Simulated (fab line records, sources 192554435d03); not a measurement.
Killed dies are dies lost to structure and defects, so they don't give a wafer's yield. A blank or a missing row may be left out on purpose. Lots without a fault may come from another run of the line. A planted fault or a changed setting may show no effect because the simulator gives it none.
Split-lot experiment | flow n5_finfet | 7 lots, 39 wafers read, on a route of 1938 steps

THE SPLIT
At N5_MOL_CONTACT_COAG_ETCHBACK_136 (etches SiO2 in CHF3, target depth 25 nm, time 16.7 s), the setting target_depth_a was moved away from the recipe's 250 angstrom on 12 of the 39 wafers read, by -22.8% to +39.0%. The other wafers ran this setting at the recipe's value.

FROM THE SPLIT TO THE READING: what the file shows between them, 1 step
- N5_MOL_CONTACT_COAG_STRIP_120: strips in CHF3

THE READING
MOL_CONTACT_COAG.feature_depth_nm (the simulator's own value, which no gauge read), in nm, at N5_MOL_CONTACT_COAG_VIA_ETCH_117 (etches SiO2 in C4F6/O2, target depth 40 nm, overetch 8 nm, time 26 s). The file gives no usual value for it. The 27 wafers here that ran the recipe average 39.5 nm, standard deviation 0.55 nm.

wafer  | tool, chamber at the split | target_depth_a as run, angstrom | against the recipe | MOL_CONTACT_COAG.feature_depth_nm, nm | against lot-mates on the recipe
L076.1 | rie_diel-04, 0,2           | 212                             | -15.2%             | 43.8                                  | +3.5
L076.2 | rie_diel-04, 3             | 250                             | recipe             | 40.4                                  | -
L076.3 | rie_diel-04, 1,2           | 250                             | recipe             | 39.8                                  | -
L076.4 | rie_diel-04, 1,2           | 250                             | recipe             | 40.8                                  | -
L076.5 | rie_diel-04, 0,2           | 212                             | -15.2%             | 44.6                                  | +4.3
L076.6 | rie_diel-04, 3             | 212                             | -15.2%             | 44.2                                  | +3.9
L077.1 | rie_diel-03, 1,2,3,1,2     | 250                             | recipe             | 39.4                                  | -
L077.2 | rie_diel-03, 1,2,3,1,2     | 250                             | recipe             | 39                                    | -
L077.6 | rie_diel-03, 1,2,3,1,2     | 250                             | recipe             | 39                                    | -
L077.3 | rie_diel-03, 0             | 250                             | recipe             | 40.8                                  | -
L077.4 | rie_diel-03, 1,2,3,1,2     | 250                             | recipe             | 39.8                                  | -
L077.5 | rie_diel-03, 1,2,3,1,2     | 250                             | recipe             | 39.4                                  | -
L084.1 | rie_diel-03, 3,1,0         | 250                             | recipe             | 39.6                                  | -
L084.2 | rie_diel-03, 2,1           | 250                             | recipe             | 38.6                                  | -
L084.3 | rie_diel-03, 0             | 250                             | recipe             | 39.8                                  | -
L084.4 | rie_diel-03, 3,1,0         | 250                             | recipe             | 39.2                                  | -
L084.5 | rie_diel-03, 3,1,0         | 250                             | recipe             | 39.8                                  | -
L084.6 | rie_diel-03, 2,1           | 250                             | recipe             | 39.2                                  | -
L085.1 | rie_diel-03, 3,2,0         | 250                             | recipe             | 40                                    | -
L085.2 | rie_diel-03, 3,2,0         | 250                             | recipe             | 39                                    | -
L085.3 | rie_diel-03, 0,1,1         | 203.9                           | -18.4%             | 44.6                                  | +5.0
L085.4 | rie_diel-03, 0,1,1         | 203.9                           | -18.4%             | 44.2                                  | +4.6
L085.5 | rie_diel-03, 0,1,1         | 203.9                           | -18.4%             | 44                                    | +4.4
L085.6 | rie_diel-03, 3,2,0         | 250                             | recipe             | 39.8                                  | -
L086.2 | rie_diel-03, 3,2           | 250                             | recipe             | 39.8                                  | -
L086.3 | rie_diel-03, 0             | 250                             | recipe             | 39.6                                  | -
L086.4 | rie_diel-03, 3,2           | 250                             | recipe             | 38.8                                  | -
L089.1 | rie_diel-03, 2             | 250                             | recipe             | 38.8                                  | -
L089.2 | rie_diel-03, 3             | 347.6                           | +39.0%             | 30                                    | -9.3
L089.3 | rie_diel-03, 1             | 347.6                           | +39.0%             | 29                                    | -10.3
L089.4 | rie_diel-03, 0,3           | 250                             | recipe             | 39.4                                  | -
L089.5 | rie_diel-03, 0,3           | 250                             | recipe             | 39.6                                  | -
L089.6 | rie_diel-03, 2             | 347.6                           | +39.0%             | 28.8                                  | -10.5
L091.1 | rie_diel-03, 0             | 193.1                           | -22.8%             | 45.2                                  | +5.8
L091.2 | rie_diel-03, 2             | 193.1                           | -22.8%             | 45                                    | +5.6
L091.3 | rie_diel-03, 3             | 193.1                           | -22.8%             | 45.6                                  | +6.2
L091.4 | rie_diel-03, 1,0           | 250                             | recipe             | 39                                    | -
L091.5 | rie_diel-03, 1,0           | 250                             | recipe             | 39.4                                  | -
L091.6 | rie_diel-03, 3             | 250                             | recipe             | 39.8                                  | -
Where a row lists several chambers, the file gives one row for several wafers and doesn't say which wafer went through which chamber.

THE FIT
A straight line over all 39 wafers: MOL_CONTACT_COAG.feature_depth_nm changes by -0.264 nm for each +1% of target_depth_a; r = -0.99; the points scatter about the line by 0.55 nm.
The same after taking each lot's own level away (the mean of its wafers on the recipe; 39 wafers): -0.256 nm for each +1%; r = -0.99; scatter 0.44 nm.
On that fit, the largest move of target_depth_a shifts the reading by 10 nm.
The lots' own levels span 39.27 to 40.33 nm, that is 2.0 times the standard deviation above.
So the lot-to-lot level changes the slope little: the two slopes agree.
Check: with one of the wafers moved furthest among these (+39.0%) left out of the fit, the line predicts -10.2 nm for it against its lot-mates. It came out at -9.27 nm against them.

OTHER SPLITS ON THESE WAFERS
These wafers also went through other splits before the reading. Each is held against what the fit with the lots' levels taken away leaves over:
other split on the same wafers | wafers away from the commonest value | r with MOL_CONTACT_COAG.feature_depth_nm (lot level and that fit taken away)
N5_SDB_ALD_29 ald_cycles       | 12                                   | +0.20

THE WHOLE CHAIN: every reading that the file lists as answering this split, in the file's order
step                             | what it does                                                         | reading                                                                                 | change (the file's fit)                | r (the file's)
N5_MOL_CONTACT_COAG_ETCHBACK_136 | etches SiO2 in CHF3, target depth 25 nm, time 16.7 s                 | SOC_of_MOL_CONTACT_COAG_COAT_62.thk_nm (the simulator's own value, which no gauge read) | -0.0281 nm for each +1% of the setting | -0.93
N5_MOL_CONTACT_COAG_VIA_ETCH_117 | etches SiO2 in C4F6/O2, target depth 40 nm, overetch 8 nm, time 26 s | etch.depth_nm (the simulator's own value, which no gauge read)                          | -0.256 nm for each +1% of the setting  | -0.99
N5_MOL_CONTACT_COAG_VIA_ETCH_117 | etches SiO2 in C4F6/O2, target depth 40 nm, overetch 8 nm, time 26 s | MOL_CONTACT_COAG.feature_depth_nm (the simulator's own value, which no gauge read)      | -0.256 nm for each +1% of the setting  | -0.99

THE FILE'S OWN FIT
MOL_CONTACT_COAG.feature_depth_nm changes by -0.256 nm for each +1% of target_depth_a, r = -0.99.
